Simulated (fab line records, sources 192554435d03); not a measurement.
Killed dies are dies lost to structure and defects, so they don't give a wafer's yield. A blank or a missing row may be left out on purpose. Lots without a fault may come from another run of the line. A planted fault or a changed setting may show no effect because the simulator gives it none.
Which tool did it? | flow n5_finfet | 8 lots, 24 wafers sampled, at 2 steps of a route of 1938

WHAT THE GAUGES READ, wafer by wafer
N5_BEOL_M4_RC_MEAS_101. Usual: DIBL_N 36.9 mV/V, standard deviation 1.7; DIBL_P 36.7 mV/V, standard deviation 2.1; IOFF_N 0.17 nA/um, standard deviation 0.032; IOFF_P 0.22 nA/um, standard deviation 0.036; ION_N 674 uA/um, standard deviation 12; ION_P 461 uA/um, standard deviation 7; SS_N 71.7 mV/dec, standard deviation 0.6; SS_P 73.4 mV/dec, standard deviation 0.67; VT_N 249 mV, standard deviation 3.1; VT_P -250 mV, standard deviation 3.2.
lot  | measured     | on        | DIBL_N (mV/V)  | DIBL_P (mV/V)  | IOFF_N (nA/um) | IOFF_P (nA/um) | ION_N (uA/um) | ION_P (uA/um) | SS_N (mV/dec)  | SS_P (mV/dec)  | VT_N (mV)   | VT_P (mV)      | flag
L685 | day 8 18:03  | prober-02 | 35.1 37.2 37.5 | 33.9 36.8 35.1 | 0.13 0.17 0.17 | 0.15 0.19 0.16 | 653 682 677   | 449 455 451   | 70.7 71.6 71.5 | 73.5 73.1 73.5 | 251 251 248 | -257 -255 -256 |
L687 | day 9 03:32  | prober-02 | 37.5 40.4 37.1 | 38.3 42.5 38.5 | 0.17 0.24 0.16 | 0.21 0.28 0.21 | 668 691 678   | 460 463 461   | 71.6 72.7 72.3 | 73.6 75.5 73.6 | 250 242 250 | -252 -248 -251 |
L688 | day 9 05:38  | prober-02 | 38.0 35.7 37.3 | 40.4 36.3 39.3 | 0.20 0.16 0.18 | 0.27 0.20 0.26 | 687 670 671   | 469 464 463   | 72.1 71.7 72.3 | 73.6 72.8 73.7 | 244 248 248 | -246 -251 -248 |
L697 | day 11 09:52 | prober-01 | 38.3 38.2 35.9 | 38.9 39.0 36.5 | 0.21 0.21 0.16 | 0.27 0.26 0.21 | 691 691 681   | 467 470 467   | 71.7 71.4 71.6 | 74.6 74.2 72.9 | 247 246 251 | -247 -248 -250 |
L698 | day 11 17:23 | prober-01 | 37.3 37.9 37.8 | 36.8 35.9 35.7 | 0.18 0.20 0.18 | 0.24 0.23 0.22 | 676 685 681   | 465 468 466   | 71.6 71.9 71.8 | 73.5 73.4 72.5 | 246 246 247 | -248 -250 -250 |
L702 | day 12 21:56 | prober-01 | 37.1 36.4 38.0 | 37.7 35.5 38.3 | 0.17 0.15 0.21 | 0.27 0.22 0.28 | 679 668 702   | 465 461 472   | 72.8 71.0 73.2 | 73.5 73.3 74.1 | 248 252 244 | -245 -245 -245 |
L704 | day 13 05:11 | prober-02 | 35.5 32.0 35.6 | 34.9 30.8 34.9 | 0.14 0.10 0.14 | 0.19 0.14 0.20 | 673 651 667   | 462 452 462   | 72.0 69.8 71.3 | 73.8 72.5 73.7 | 254 255 255 | -250 -255 -251 |
L706 | day 14 00:20 | prober-01 | 39.1 37.7 39.5 | 38.5 37.1 39.5 | 0.18 0.16 0.19 | 0.23 0.22 0.26 | 663 659 681   | 460 458 467   | 71.9 72.1 72.8 | 74.1 73.7 73.8 | 251 252 251 | -249 -248 -247 |

N5_BEOL_M9_INSPECT_30: inspects for defects (brightfield). Usual: raw_defect_count 442, standard deviation 93.
lot  | measured     | on                | raw_defect_count | flag
L685 | day 10 10:19 | defect_inspect-02 | 370 316 327      |
L687 | day 10 17:25 | defect_inspect-02 | 470 388 442      |
L688 | day 10 22:05 | defect_inspect-01 | 493 377 485      |
L697 | day 13 05:19 | defect_inspect-01 | 670 435 610      |
L698 | day 13 10:17 | defect_inspect-01 | 459 475 511      |
L702 | day 14 17:23 | defect_inspect-01 | 315 343 303      |
L704 | day 15 01:07 | defect_inspect-01 | 579 662 353      |
L706 | day 16 01:16 | defect_inspect-01 | 425 499 515      |

WHICH TOOL RAN EACH LOT (tool, then ch and the chambers of the sampled wafers, then the start)
The record holds no process step before these readings.

WHAT THE TOOLS THEMSELVES READ (means of the sampled wafers that have a number; where no wafer has one, the mark that the record gives instead)
The record holds no such reading with a usual standard deviation.

THE ANSWER, worked out from the rows above alone
Rule: a lot is off if the mean of its wafers that have a number lies more than 3 standard deviations from the usual mean. A lot without any number at a reading at which 4 lots or more have one is off too. The other lots that the step has rows for count as sound. The gauges are gone through in route order, then the tools' own readings, and for those a lot's mean is taken as printed above. The first step at which some lot is off is used, and at that step the reading that is off furthest; a lot without a number counts as furthest.
No lot is off at any reading shown: from this, nothing can be told.

WHAT THE SIMULATOR HAD PUT IN
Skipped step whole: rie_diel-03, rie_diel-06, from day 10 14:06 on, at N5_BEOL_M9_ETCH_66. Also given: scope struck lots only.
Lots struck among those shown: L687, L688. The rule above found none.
